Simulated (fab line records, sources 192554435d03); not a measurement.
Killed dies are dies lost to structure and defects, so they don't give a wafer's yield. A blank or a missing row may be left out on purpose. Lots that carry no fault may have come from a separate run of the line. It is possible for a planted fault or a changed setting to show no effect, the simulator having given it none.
Which tool was responsible? + flow n5 finfet + 9 lots, 26 wafers sampled, at 6 steps of a route of 1938

## WHAT THE GAUGES SHOWED, per wafer
N5_SDB_THK_MEAS_31. Usual: SDB_THK gives 64.2 nm (standard deviation 1).
| lot  | measured    | on            | SDB_THK (nm)   | flag |
|------|-------------|---------------|----------------|------|
| L428 | day 3 21:57 | film metro-02 | 64.8 64.7 64.6 |      |
| L431 | day 4 16:39 | film metro-02 | 64.7 63.5 64.1 |      |
| L432 | day 4 23:31 | film metro-02 | 66.6 62.5 62.4 |      |
| L441 | day 7 06:16 | film metro-01 | 60.4 61.8 62.4 |      |
| L442 | day 7 11:19 | film metro-01 | 64.6 63.0 63.6 |      |
| L443 | day 7 14:40 | film metro-02 | 64.7 63.9 61.9 |      |
| L445 | day 8 04:04 | film metro-01 | 65.7 64.5 65.0 |      |
| L448 | day 9 00:47 | film metro-02 | 65.2 63.1 64.7 |      |
| L449 | day 9 06:22 | film metro-01 | 64.3 64.3      |      |

N5_SDB_INSPECT_36: inspects for defects (darkfield). Usual: 42 for raw defect count, sd 21.
| lot  | measured    | on                | raw defect count | flag |
|------|-------------|-------------------|------------------|------|
| L428 | day 3 21:59 | defect inspect-01 | 29 17 18         |      |
| L431 | day 4 16:40 | defect inspect-02 | 16 17 26         |      |
| L432 | day 4 23:32 | defect inspect-01 | 34 63 21         |      |
| L441 | day 7 06:17 | defect inspect-02 | 51 35 32         |      |
| L442 | day 7 11:20 | defect inspect-01 | 45 49 60         |      |
| L443 | day 7 14:42 | defect inspect-02 | 50 66 33         |      |
| L445 | day 8 04:05 | defect inspect-01 | 35 19 49         |      |
| L448 | day 9 00:49 | defect inspect-02 | 26 29 67         |      |
| L449 | day 9 06:24 | defect inspect-02 | 66 72            |      |

N5_BEOL_M4_RC_MEAS_101. Usual: DIBL_N 36.5 mV/V, standard deviation 1.8; DIBL_P 36.5 mV/V, standard deviation 2.1; IOFF_N 0.17 nA/um, standard deviation 0.031; IOFF_P 0.22 nA/um, standard deviation 0.036; ION_N 677 uA/um, standard deviation 11; ION_P 463 uA/um, standard deviation 8; SS_N 71.6 mV/dec, standard deviation 0.61; SS_P 73.3 mV/dec, standard deviation 0.63; VT_N 249 mV, standard deviation 3.1; VT_P -250 mV, standard deviation 3.3.
| lot  | measured     | on        | DIBL_N (mV/V)  | DIBL_P (mV/V)  | IOFF_N (nA/um) | IOFF_P (nA/um) | ION_N (uA/um) | ION_P (uA/um) | SS_N (mV/dec)  | SS_P (mV/dec)  | VT_N (mV)   | VT_P (mV)      | flag |
|------|--------------|-----------|----------------|----------------|----------------|----------------|---------------|---------------|----------------|----------------|-------------|----------------|------|
| L428 | day 7 22:33  | prober-02 | 33.8 35.2 33.9 | 32.6 34.7 32.7 | 0.12 0.15 0.13 | 0.15 0.20 0.16 | 655 672 659   | 446 457 447   | 71.0 71.0 70.7 | 72.9 73.3 71.9 | 253 248 253 | -257 -250 -255 |      |
| L431 | day 8 14:43  | prober-02 | 40.8 37.6 37.2 | 41.5 38.2 36.6 | 0.23 0.17 0.15 | 0.26 0.20 0.18 | 683 688 675   | 462 465 454   | 72.8 71.1 71.1 | 74.2 73.7 73.3 | 245 248 251 | -250 -253 -255 |      |
| L432 | day 8 21:28  | prober-01 | 37.0 38.6 36.6 | 36.2 39.5 36.2 | 0.16 0.19 0.15 | 0.20 0.25 0.20 | 671 691 676   | 458 474 469   | 71.6 71.3 70.8 | 73.5 74.3 73.4 | 247 247 249 | -251 -247 -248 |      |
| L441 | day 11 07:36 | prober-02 | 38.1 38.4 34.5 | 37.8 38.9 34.7 | 0.17 0.19 0.12 | 0.20 0.23 0.16 | 675 684 672   | 452 464 462   | 72.2 72.9 71.4 | 73.4 74.0 73.6 | 251 248 252 | -251 -251 -255 |      |
| L442 | day 11 12:56 | prober-01 | 35.1 37.4 35.0 | 35.0 38.1 35.1 | 0.14 0.18 0.14 | 0.20 0.25 0.21 | 675 676 684   | 470 462 471   | 71.0 71.0 71.4 | 72.8 73.8 72.9 | 250 248 249 | -250 -248 -249 |      |
| L443 | day 12 01:16 | prober-01 | 38.7 36.5 37.8 | 39.2 36.5 38.0 | 0.20 0.16 0.18 | 0.24 0.19 0.21 | 682 671 691   | 463 458 462   | 71.7 71.4 71.4 | 74.4 73.7 73.2 | 247 250 250 | -250 -252 -254 |      |
| L445 | day 12 10:10 | prober-01 | 33.8 37.1 35.9 | 31.6 35.1 33.6 | 0.12 0.19 0.17 | 0.16 0.22 0.19 | 667 681 668   | 455 460 455   | 70.6 71.2 71.5 | 71.7 73.0 73.0 | 252 245 247 | -252 -246 -251 |      |
| L448 | day 13 18:14 | prober-01 | 35.3 34.3 34.7 | 37.2 35.6 36.1 | 0.15 0.13 0.14 | 0.20 0.18 0.19 | 679 677 675   | 467 464 465   | 70.5 71.4 71.3 | 73.8 73.4 73.8 | 250 251 250 | -252 -252 -250 |      |
| L449 | day 13 21:04 | prober-02 | 33.1 36.2      | 32.2 36.9      | 0.11 0.17      | 0.17 0.22      | 649 664       | 458 463       | 70.5 72.0      | 72.9 72.4      | 253 251     | -252 -249      |      |

## TOOL THAT RAN EACH LOT (tool first, then ch and the chambers of the sampled wafers, then the start)
| lot  | N5_SDB_HM_OPEN_20                 | N5_SDB_STRIP_22                     | N5_SDB_ALD_29                    |
|------|-----------------------------------|-------------------------------------|----------------------------------|
| L428 | rie diel-04 ch 0,3, day 3 18:13   | plasma asher-02 ch 0,1, day 3 18:28 | ald sin-03 ch 1,2, day 3 18:55   |
| L431 | rie diel-04 ch 0,2,3, day 4 12:22 | plasma asher-02 ch 0,1, day 4 12:26 | ald sin-03 ch 1,2, day 4 13:37   |
| L432 | rie diel-04 ch 1,3, day 4 19:52   | plasma asher-02 ch 0,1, day 4 19:58 | ald sin-04 ch 0,3, day 4 20:29   |
| L441 | rie diel-04 ch 0,3, day 7 02:22   | plasma asher-02 ch 0,1, day 7 02:27 | ald sin-04 ch 0,1, day 7 03:13   |
| L442 | rie diel-03 ch 1,2,3, day 7 07:43 | plasma asher-02 ch 0,1, day 7 07:50 | ald sin-04 ch 0,1,3, day 7 08:17 |
| L443 | rie diel-04 ch 0,1, day 7 10:49   | plasma asher-01 ch 0,1, day 7 10:56 | ald sin-02 ch 0,2,3, day 7 11:38 |
| L445 | rie diel-03 ch 0,2,3, day 8 00:11 | plasma asher-02 ch 0,1, day 8 00:17 | ald sin-03 ch 2,3, day 8 01:02   |
| L448 | rie diel-03 ch 0,1,2, day 8 21:02 | plasma asher-02 ch 0,1, day 8 21:07 | ald sin-03 ch 0,2,3, day 8 21:45 |
| L449 | rie diel-05 ch 2,3, day 9 02:46   | plasma asher-02 ch 1, day 9 02:52   | ald sin-04 ch 2,3, day 9 03:20   |
- N5_SDB_HM_OPEN_20: chemistry CH3F/O2, target SiNx, stops on poly-Si, target depth 24 nm.
- N5_SDB_STRIP_22: strips in N2/H2.
- N5_SDB_ALD_29: deposits SiNx, target thk 30 nm, pulse time 1 s, ald cycles 600.

## WHAT THE TOOLS THEMSELVES READ (means of the sampled wafers that have a number; where no wafer has one, the mark that the record gives instead)
N5_SDB_HM_OPEN_20. Usual: drypump motor current A 5.8 A, standard deviation 0.37; oes_ar_750_au 0.77 a.u., standard deviation 0.087; oes product au 0.63 a.u., standard deviation 0.069; rf vpp V 298 V, standard deviation 6.5; showerhead plenum p Torr 2.01 Torr, standard deviation 0.072; throttle valve pct 16.34 %, standard deviation 0.28.
| lot  | tool        | drypump motor current A (A) | oes_ar_750_au (a.u.) | oes product au (a.u.) | rf vpp V (V) | showerhead plenum p Torr (Torr) | throttle valve pct (%) | flag |
|------|-------------|-----------------------------|----------------------|-----------------------|--------------|---------------------------------|------------------------|------|
| L428 | rie diel-04 | 6.2                         | 0.73                 | 0.60                  | 294          | 2.07                            | 16.77                  |      |
| L431 | rie diel-04 | 5.9                         | 0.73                 | 0.60                  | 299          | 2.02                            | 16.56                  |      |
| L432 | rie diel-04 | 5.8                         | 0.77                 | 0.63                  | 301          | 2.05                            | 16.34                  |      |
| L441 | rie diel-04 | 5.9                         | 0.70                 | 0.58                  | 297          | 2.06                            | 16.68                  |      |
| L442 | rie diel-03 | 5.7                         | 0.84                 | 0.69                  | 292          | 1.96                            | 16.27                  |      |
| L443 | rie diel-04 | 6.2                         | 0.82                 | 0.67                  | 296          | 2.04                            | 16.40                  |      |
| L445 | rie diel-03 | 5.7                         | 0.78                 | 0.63                  | 293          | 1.97                            | 16.22                  |      |
| L448 | rie diel-03 | 5.8                         | 0.75                 | 0.62                  | 298          | 1.99                            | 16.22                  |      |
| L449 | rie diel-05 | 5.4                         | 0.80                 | 0.65                  | 298          | 2.06                            | 16.13                  |      |

N5_SDB_STRIP_22. Usual: drypump motor current A 5.6 A, standard deviation 0.42; heater power w 336 W, standard deviation 37; oes product au 0.714 a.u., standard deviation 0.005; strip time to endpoint s 96.2 s, standard deviation 0.39.
| lot  | tool            | drypump motor current A (A) | heater power w (W) | oes product au (a.u.) | strip time to endpoint s (s) | flag |
|------|-----------------|-----------------------------|--------------------|-----------------------|------------------------------|------|
| L428 | plasma asher-02 | 5.3                         | 337                | 0.712                 | 96.1                         |      |
| L431 | plasma asher-02 | 5.6                         | 363                | 0.713                 | 96.7                         |      |
| L432 | plasma asher-02 | 5.6                         | 366                | 0.715                 | 95.7                         |      |
| L441 | plasma asher-02 | 5.6                         | 360                | 0.706                 | 88.1                         | OFF  |
| L442 | plasma asher-02 | 5.3                         | 341                | 0.718                 | 96.2                         |      |
| L443 | plasma asher-01 | 5.8                         | 305                | 0.709                 | 93.5                         | OFF  |
| L445 | plasma asher-02 | 5.3                         | 340                | 0.712                 | 96.5                         |      |
| L448 | plasma asher-02 | 5.6                         | 365                | 0.712                 | 96.4                         |      |
| L449 | plasma asher-02 | 5.0                         | 310                | 0.706                 | 95.9                         |      |

N5_SDB_ALD_29. Usual: chamber pressure Torr 2.000 Torr, standard deviation 0.0043; heater power w 888 W, standard deviation 100; precursor pulse height rel 1.002, standard deviation 0.019.
| lot  | tool       | chamber pressure Torr (Torr) | heater power w (W) | precursor pulse height rel | flag |
|------|------------|------------------------------|--------------------|----------------------------|------|
| L428 | ald sin-03 | 2.003                        | 958                | 1.021                      |      |
| L431 | ald sin-03 | 2.001                        | 946                | 0.997                      |      |
| L432 | ald sin-04 | 2.001                        | 865                | 1.000                      |      |
| L441 | ald sin-04 | 1.996                        | 832                | 1.017                      |      |
| L442 | ald sin-04 | 1.996                        | 940                | 1.015                      |      |
| L443 | ald sin-02 | 2.002                        | 865                | 0.999                      |      |
| L445 | ald sin-03 | 2.000                        | 918                | 0.986                      |      |
| L448 | ald sin-03 | 2.003                        | 852                | 1.004                      |      |
| L449 | ald sin-04 | 2.000                        | 992                | 0.989                      |      |

## THE ANSWER, worked out from the rows above alone
Rule: a lot counts as off when the mean over its wafers that have a number is more than 3 standard deviations away from the usual mean. Also off: a lot with no number at a reading for which 4 or more lots have one. Where the step has rows for the other lots, those lots are counted as sound. After the gauges, taken in route order, come the tools' own readings; for these a lot's mean is taken, as printed above. The first step at which some lot is off is used, and at that step the reading that is off furthest; a lot without a number counts as furthest.
Off at N5_SDB_STRIP_22 (strip time to endpoint s): L441, L443.
A tool fits if, at that step or a process step before it, it ran every lot that is off, and no sound lot after the first of them. One candidate fits, namely rie diel-04 at N5_SDB_HM_OPEN_20. Its last sound lot is L432 (day 4 19:52), its first lot that is off L441 (day 7 02:22): a fault that began between those two fits.

## WHAT THE SIMULATOR HAD INSERTED
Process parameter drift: rie diel-04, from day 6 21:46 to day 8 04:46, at N5_SDB_HM_OPEN_20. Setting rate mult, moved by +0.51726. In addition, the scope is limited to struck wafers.
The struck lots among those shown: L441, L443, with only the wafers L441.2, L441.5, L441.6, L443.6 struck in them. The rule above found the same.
